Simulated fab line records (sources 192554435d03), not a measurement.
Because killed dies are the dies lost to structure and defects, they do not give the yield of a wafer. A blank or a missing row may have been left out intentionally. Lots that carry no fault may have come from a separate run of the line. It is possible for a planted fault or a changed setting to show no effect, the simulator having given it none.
Split-lot trial ; flow n5-finfet ; 21 wafers read across 7 lots, on a route 1938 steps long

## ABOUT THE SPLIT
At N5_HKMG_FIN_PEB_10 (peb time 60 s), the setting peb-time-s was moved away from the recipe's 60 s on 9 of the 21 wafers read, by -16.2% to +19.9%. All remaining wafers had this setting at the recipe value.

## BETWEEN THE SPLIT AND THE READING: the file shows 1 step in between
- N5_HKMG_FIN_DEVELOP_11: develop time 30 s (also split here: develop-time-s)

## THE READING
At N5_HKMG_FIN_CD_MEAS_12: cd-nm in nanometres, against a target cd of 92.8 nm. On this fab line, fault-free wafers typically give 92.7 nm with a standard deviation of 0.68 nm.

wafer;tool, chamber at the split;peb-time-s as run, s;against the recipe;cd-nm, nm;against lot-mates on the recipe
L075.1;litho-track-04, 0;71.95;+19.9%;99.7;no lot-mate on the recipe
L075.4;litho-track-04, 0;71.95;+19.9%;99.7;no lot-mate on the recipe
L075.5;litho-track-04, 0;71.95;+19.9%;99.3;no lot-mate on the recipe
L076.1;litho-track-01, 0;60;recipe;93.4;-
L076.4;litho-track-01, 0;65.23;+8.7%;96.9;+3.5
L076.5;litho-track-01, 0;60;recipe;93.4;-
L084.1;litho-track-03, 0;60;recipe;92.3;-
L084.4;litho-track-03, 0;66.23;+10.4%;96.3;+4.0
L084.5;litho-track-03, 0;66.23;+10.4%;95.9;+3.6
L091.3;litho-track-03, 0;60;recipe;91.9;-
L091.4;litho-track-03, 0;60;recipe;91.8;-
L091.5;litho-track-03, 0;60;recipe;92.4;-
L094.1;litho-track-04, 0;50.29;-16.2%;86.6;-6.2
L094.4;litho-track-04, 0;50.29;-16.2%;85.7;-7.1
L094.6;litho-track-04, 0;60;recipe;92.8;-
L095.1;litho-track-03, 0;70.82;+18.0%;97.5;+4.6
L095.2;litho-track-03, 0;60;recipe;93.3;-
L095.5;litho-track-03, 0;60;recipe;92.5;-
L097.1;litho-track-01, 0;60;recipe;92.7;-
L097.2;litho-track-01, 0;60;recipe;92.3;-
L097.3;litho-track-01, 0;60;recipe;92.5;-

THE FIT
A straight line over all 21 wafers: cd-nm changes by +0.357 nm for each +1% of peb-time-s; r = +0.98; the points scatter about the line by 0.66 nm.
The same after taking each lot's own level away (the mean of its wafers on the recipe; 18 wafers): +0.36 nm for each +1%; r = +0.98; scatter 0.59 nm.
The reading moves by 7.2 nm for the largest change in peb-time-s, on that fit.
Measured against the standard deviation above, the lots' own levels, which go from 92.03 to 93.40 nm, span 2.0 times it.
Hence the lot-to-lot level has little effect on the slope; both slopes agree.
Check: +7.11 nm against its lot-mates is what the line predicts for one of the wafers moved furthest among these (+18.0%) when that wafer is left out of the fit. It came out at +4.6 nm against them.

## ADDITIONAL SPLITS CARRIED BY THESE WAFERS
Note: prior to the reading, these wafers also went through further splits. Each is held against what the fit with the lots' levels taken away leaves over:
other split on the same wafers;wafers away from the commonest value;r with cd-nm (lot level and that fit taken away)
N5_ZERO_LAYER_PECVD_02 time-s;7;+0.39
N5_ZERO_LAYER_COAT_05 spin-rpm;2;-0.04
N5_WELL_APT_PEB_23 peb-time-s;8;+0.20
N5_FIN_SAQP_EXPOSE_13 dose-mj;4;-0.17
N5_FIN_SAQP_SPACER2_ALD_28 temp-c;12;+0.07
N5_DUMMY_GATE_COAT_28 spin-rpm;7;+0.27
N5_DUMMY_GATE_DESCUM_20 time-s;3;-0.01
N5_HKMG_FIN_DEVELOP_11 develop-time-s;6;+0.36

## THE FILE'S OWN FIT
cd-nm changes by +0.338 nm for each +1% of peb-time-s, r = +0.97.
